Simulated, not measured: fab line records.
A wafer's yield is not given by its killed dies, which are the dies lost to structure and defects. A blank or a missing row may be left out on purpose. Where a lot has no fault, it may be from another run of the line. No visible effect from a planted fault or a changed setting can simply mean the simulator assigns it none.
Problem report in the 8D (eight disciplines) form, filled by code + flow nandHarc + the parts of the form that need people (team, actions taken, sign-off) are left out

## 1. THE PROBLEM
killedDies at NHARC_END_SORT_01 reads a mean of 676 on 2 wafers of 2 lots; wafers without a fault read 59 with a standard deviation of 22. Relative to the usual mean, that is a shift of +28 standard deviations.
Earliest sighting: wafer L416.5 on prober-02 at day 28 08:16. The record holds 8 wafers of 3 lots with a number at this step. Rule for "out", or "out of limits": more than 4 standard deviations from the usual mean. All remaining wafers that have a number are taken as sound.

## 2. WHAT IT IS; WHAT IT IS NOT
| question                    | is                        | is not                                                                  |
|-----------------------------|---------------------------|-------------------------------------------------------------------------|
| which readings at this step | killedDies, killedAtArray | killedAtOther, killedAtPeriphery, killedOpen, killedShort               |
| which lots                  | L416, L417                | L428                                                                    |
| which wafers of those lots  | L416.5, L417.3            | L416.2, L417.1, L417.6                                                  |
| read on which gauges        | prober-01, prober-02      | -                                                                       |
| when                        | from day 28 08:16         | up to then (1 sound wafer); but 5 sound wafers of L417, L428 came after |

## 3. WHAT RULES OUT EACH SUSPECT
Counting: any tool at a process step up to the reading remains a suspect provided it ran every lot that is out. Sound lots after the first of them don't rule it out here, since some wafers of a struck lot are sound.
- the gauge at NHARC_END_SORT_01 has been ruled out. The wafers that are out were read on 2 gauges (prober-01, prober-02).
- pecvd-02 at NHARC_A_STAIRCASE_DEP_471 (deposits SiO2, target thk 100 nm): kept. It ran every lot that is out, first L416 (day 22 23:38).
- rieDiel-01 at NHARC_A_SGD_CUT_DESCUM_14 (chemistry O2, time 3 s): kept. It ran every lot that is out, first L416 (day 23 01:10).
- rieDiel-01 at NHARC_A_SGD_CUT_ETCH_59 (etches the open film in N2/H2, target depth 260 nm, time 406.25 s): kept. It ran every lot that is out, first L416 (day 23 01:20). On those wafers its own readings are out: oesProductAu.
Still standing after the count: pecvd-02 at NHARC_A_STAIRCASE_DEP_471, rieDiel-01 at NHARC_A_SGD_CUT_DESCUM_14, rieDiel-01 at NHARC_A_SGD_CUT_ETCH_59.

## 4. THE CAUSE (what the simulator had put in)
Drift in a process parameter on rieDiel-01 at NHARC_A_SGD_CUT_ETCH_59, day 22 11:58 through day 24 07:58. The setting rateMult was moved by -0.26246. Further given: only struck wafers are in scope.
After counting, 3 suspects remain, this tool included.

## 5. SEQUENCE OF EFFECTS, ordered by route
Each row: a reading where the mean over the struck wafers with a number is more than 3 standard deviations away from the usual. Scope: only readings with a usual standard deviation given in the record; hours: median across lots of the time from each lot's start at the first step in this table that gives one to its start at this step; sigmas: change in usual standard deviations.
| hours | step                    | reading       | usual      | on struck wafers | change | sigmas |
|-------|-------------------------|---------------|------------|------------------|--------|--------|
| 0     | NHARC_A_SGD_CUT_ETCH_59 | oesProductAu  | 1.000 a.u. | 0.837            | -0.163 | -16    |
| 130   | NHARC_END_SORT_01       | killedAtArray | 55         | 670              | +615   | +28    |
| 130   | NHARC_END_SORT_01       | killedDies    | 59         | 676              | +618   | +28    |
Its process steps:
- NHARC_A_SGD_CUT_ETCH_59: etches the open film in N2/H2, target depth 260 nm, time 406.25 s.

## 6. HOW IT WOULD HAVE BEEN CAUGHT EARLIER
In this record the first reading out of limits at a measuring or inspecting step was taken at day 28 08:16, 140 hours after the fault began at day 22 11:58.
Tool's own readings at NHARC_A_SGD_CUT_ETCH_59, oesProductAu: out on all struck wafers the step has rows for; an alarm limit on them would have tripped on the first.
The start of NHARC_A_SGD_CUT_ETCH_59 on rieDiel-01 came by day 28 08:16 for every one of the lots that are out (2). Holding the tool at that point would not have protected any of them.
